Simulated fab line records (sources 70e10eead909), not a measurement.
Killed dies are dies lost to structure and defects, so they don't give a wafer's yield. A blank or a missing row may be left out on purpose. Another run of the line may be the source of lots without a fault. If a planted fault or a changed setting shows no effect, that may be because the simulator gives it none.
Matching of chambers | flow nandHarc | aldHk-04 running NHARC_A_CHANNEL_FILL_D1_ALD_02: 4 sister chambers
The step deposits SiO2, target thk 6 nm, pulse time 10 s, ald cycles 60. 18 wafers are shown with their chamber, then 9 later ones without.

## WAFERS PAIRED WITH THEIR CHAMBERS
wafer  | chamber | heaterPowerW (W) | precursorPulseHeightRel
L074.3 | 2       | 478              | 0.996
L074.5 | 2       | 463              | 0.998
L074.6 | 3       | 418              | 1.028
L075.2 | 2       | 460              | 0.988
L075.3 | 0       | 455              | 0.999
L075.5 | 0       | 454              | 0.996
L081.1 | 1       | 453              | 0.979
L081.4 | 0       | 457              | 1.016
L081.6 | 3       | 442              | 1.013
L084.1 | 1       | 454              | 1.027
L084.2 | 2       | 444              | 1.034
L084.4 | 0       | 465              | 1.007
L086.3 | 2       | 447              | 1.007
L086.5 | 0       | 453              | 1.003
L086.6 | 1       | 438              | 0.982
L090.1 | 0       | 447              | 1.005
L090.4 | 3       | 442              | 0.975
L090.6 | 2       | 448              | 1.037

SIGNATURES, as means of the wafers listed above
reading                 | chamber 0 | chamber 1 | chamber 2 | chamber 3 | scatter within a chamber
heaterPowerW            | 455.17    | 448.33    | 456.67    | 434.00    | 10.5
precursorPulseHeightRel | 1.00433   | 0.99600   | 1.01000   | 1.00533   | 0.0195
Rule: a wafer's distance from a chamber is the root of the sum, over the readings, of the square of ((its reading less the chamber's mean) divided by the reading's scatter). The wafer belongs to the nearest chamber; if the next one is less than 2 further off, it can't be placed. The scatter is the square root of a quotient: the sum, over the shown wafers, of each reading's squared deviation from its chamber's mean, divided by wafers minus chambers.

## WAFERS WHOSE CHAMBER IS MISSING
wafer  | heaterPowerW (W) | precursorPulseHeightRel
L091.1 | 446              | 0.981
L091.2 | 469              | 0.997
L091.3 | 449              | 0.980
L092.1 | 439              | 1.015
L092.3 | 459              | 1.011
L092.4 | 449              | 0.980
L096.1 | 452              | 1.000
L096.5 | 457              | 0.994
L096.6 | 451              | 0.983

## WHICH CHAMBER EACH ONE RAN IN
wafer  | from the rows above               | in truth
L091.1 | can't be placed: 1 or 0 or 3 or 2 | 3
L091.2 | can't be placed: 2 or 0 or 1      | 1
L091.3 | can't be placed: 1 or 0 or 2 or 3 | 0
L092.1 | can't be placed: 3 or 1 or 0 or 2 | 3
L092.3 | can't be placed: 2 or 0 or 1      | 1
L092.4 | can't be placed: 1 or 0 or 2 or 3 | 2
L096.1 | can't be placed: 0 or 1 or 2 or 3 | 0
L096.5 | can't be placed: 0 or 2 or 1 or 3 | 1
L096.6 | can't be placed: 1 or 0 or 2 or 3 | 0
Correctly placed: 0 of 9. From these rows, 9 cannot be placed; in 9 the true chamber is one of the candidates. Number placed wrongly: 0.
